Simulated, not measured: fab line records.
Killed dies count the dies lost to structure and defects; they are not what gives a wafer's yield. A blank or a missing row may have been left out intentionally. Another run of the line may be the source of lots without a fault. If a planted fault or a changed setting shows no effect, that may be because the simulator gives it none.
Chamber matching + flow n5-finfet + N5_BEOL_M4_DESCUM_16 on rie-diel-02: 4 sister chambers
The step chemistry O2, time 7 s. 18 wafers are shown with their chamber, then 9 later ones without.

## WAFERS WITH THEIR CHAMBER
| wafer  | chamber | drypump-motor-current-A (A) | showerhead-plenum-p-Torr (Torr) | throttle-valve-pct (%) |
|--------|---------|-----------------------------|---------------------------------|------------------------|
| L078.1 | 0       | 6.4                         | 2.09                            | 20.23                  |
| L078.4 | 2       | 5.9                         | 2.17                            | 20.42                  |
| L078.5 | 3       | 5.8                         | 2.06                            | 20.47                  |
| L081.1 | 0       | 6.4                         | 2.08                            | 20.23                  |
| L081.2 | 1       | 6.6                         | 2.21                            | 20.19                  |
| L081.5 | 1       | 6.6                         | 2.21                            | 20.20                  |
| L088.1 | 1       | 6.6                         | 2.21                            | 20.23                  |
| L088.4 | 2       | 5.9                         | 2.16                            | 20.46                  |
| L088.6 | 0       | 6.4                         | 2.08                            | 20.25                  |
| L089.2 | 1       | 6.6                         | 2.20                            | 20.22                  |
| L089.3 | 3       | 5.8                         | 2.05                            | 20.12                  |
| L089.5 | 2       | 5.9                         | 2.16                            | 20.45                  |
| L091.2 | 3       | 5.7                         | 2.05                            | 20.11                  |
| L091.4 | 2       | 5.9                         | 2.16                            | 20.47                  |
| L091.6 | 2       | 5.9                         | 2.16                            | 20.45                  |
| L094.1 | 1       | 6.6                         | 2.20                            | 20.24                  |
| L094.3 | 2       | 5.9                         | 2.16                            | 20.47                  |
| L094.4 | 0       | 6.3                         | 2.07                            | 20.28                  |

SIGNATURES (averages over the wafers above)
| reading                  | chamber 0 | chamber 1 | chamber 2 | chamber 3 | scatter within a chamber |
|--------------------------|-----------|-----------|-----------|-----------|--------------------------|
| drypump-motor-current-A  | 6.375     | 6.600     | 5.900     | 5.767     | 0.0318                   |
| showerhead-plenum-p-Torr | 2.0800    | 2.2060    | 2.1617    | 2.0533    | 0.00579                  |
| throttle-valve-pct       | 20.2475   | 20.2160   | 20.4533   | 20.2333   | 0.0798                   |
Rule: a wafer lies at a distance from a chamber equal to the root of the sum of squares, over the readings, of (its reading less the chamber's mean, divided by the reading's scatter). If the next closest chamber is less than 2 further off than the closest, the wafer can't be placed; otherwise it belongs to the closest. How the scatter is found: for the shown wafers, subtract from each reading the mean of its chamber, square and add these, divide the total by (wafers less chambers), then take the root.

## WAFERS WHOSE CHAMBER IS MISSING
| wafer  | drypump-motor-current-A (A) | showerhead-plenum-p-Torr (Torr) | throttle-valve-pct (%) |
|--------|-----------------------------|---------------------------------|------------------------|
| L093.1 | 5.8                         | 2.05                            | 20.13                  |
| L093.4 | 6.3                         | 2.07                            | 20.29                  |
| L093.6 | 5.9                         | 2.16                            | 20.47                  |
| L096.3 | 5.7                         | 2.05                            | 20.14                  |
| L096.4 | 6.4                         | 2.07                            | 20.29                  |
| L096.5 | 6.6                         | 2.20                            | 20.25                  |
| L097.2 | 6.6                         | 2.20                            | 20.25                  |
| L097.3 | 5.9                         | 2.16                            | 20.48                  |
| L097.4 | 5.8                         | 2.05                            | 20.15                  |

## WHICH CHAMBER EACH WENT THROUGH
| wafer  | from the rows above | in truth |
|--------|---------------------|----------|
| L093.1 | 3                   | 3        |
| L093.4 | 0                   | 0        |
| L093.6 | 2                   | 2        |
| L096.3 | 3                   | 3        |
| L096.4 | 0                   | 0        |
| L096.5 | 1                   | 1        |
| L097.2 | 1                   | 1        |
| L097.3 | 2                   | 2        |
| L097.4 | 3                   | 3        |
Placed correctly: 9 of 9. Number that these rows cannot place: 0. Number placed wrongly: 0.
